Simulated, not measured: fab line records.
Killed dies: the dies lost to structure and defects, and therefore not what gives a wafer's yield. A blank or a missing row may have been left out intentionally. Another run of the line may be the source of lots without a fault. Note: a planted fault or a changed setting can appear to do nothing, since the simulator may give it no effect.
Matching of chambers	flow n5-finfet	N5_GATE_CUT_ALD_22 on ald-sin-04 has 4 sister chambers
The step deposits SiNx, target thk 16 nm, pulse time 1 s, ald cycles 320. 20 wafers are shown with their chamber, then 10 later ones without.

== WAFERS, EACH WITH ITS CHAMBER ==
wafer	chamber	heater-power-w (W)	precursor-pulse-height-rel
L074.4	1	1003	0.997
L074.5	0	757	1.004
L074.6	1	1021	1.036
L075.1	1	999	1.049
L075.2	3	1070	1.024
L075.6	0	742	0.994
L076.3	0	758	1.026
L076.4	1	1015	1.033
L076.5	2	902	0.995
L078.1	2	914	1.007
L078.3	3	1046	1.009
L078.6	3	1052	0.971
L079.3	2	908	1.009
L079.4	1	986	0.981
L079.6	3	1062	1.024
L080.1	1	1018	0.984
L080.4	3	1071	1.020
L080.5	2	881	1.014
L081.1	2	907	0.981
L081.3	0	756	0.982

SIGNATURES, as means of the wafers listed above
reading	chamber 0	chamber 1	chamber 2	chamber 3	scatter within a chamber
heater-power-w	753.25	1007.00	902.40	1060.20	11.7
precursor-pulse-height-rel	1.00150	1.01333	1.00120	1.00960	0.0225
Rule: for a wafer and a chamber, the distance is found by dividing, reading by reading, the gap between the wafer's reading and the chamber's mean by the reading's scatter, squaring, summing and taking the root. The wafer belongs to the nearest chamber; if the next one is less than 2 further off, it can't be placed. The scatter: take each reading less its chamber's mean, square it, sum over the shown wafers, divide by the number of wafers less the number of chambers, and take the root.

== WAFERS WITH NO CHAMBER GIVEN ==
wafer	heater-power-w (W)	precursor-pulse-height-rel
L081.5	1045	1.021
L089.3	1024	0.986
L089.4	897	0.963
L089.6	913	0.987
L094.1	732	0.986
L094.2	1044	0.994
L094.6	1035	0.978
L095.1	744	1.025
L095.3	977	1.013
L095.5	1039	1.022

== WHICH CHAMBER EACH WENT THROUGH ==
wafer	from the rows above	in truth
L081.5	can't be placed: 3 or 1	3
L089.3	can't be placed: 1 or 3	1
L089.4	2	2
L089.6	2	2
L094.1	0	0
L094.2	can't be placed: 3 or 1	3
L094.6	can't be placed: 3 or 1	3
L095.1	0	0
L095.3	1	1
L095.5	can't be placed: 3 or 1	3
Placed correctly: 5 of 10. Not placeable from these rows: 5 (in 5, the candidates include the true chamber). Placed wrongly: 0.
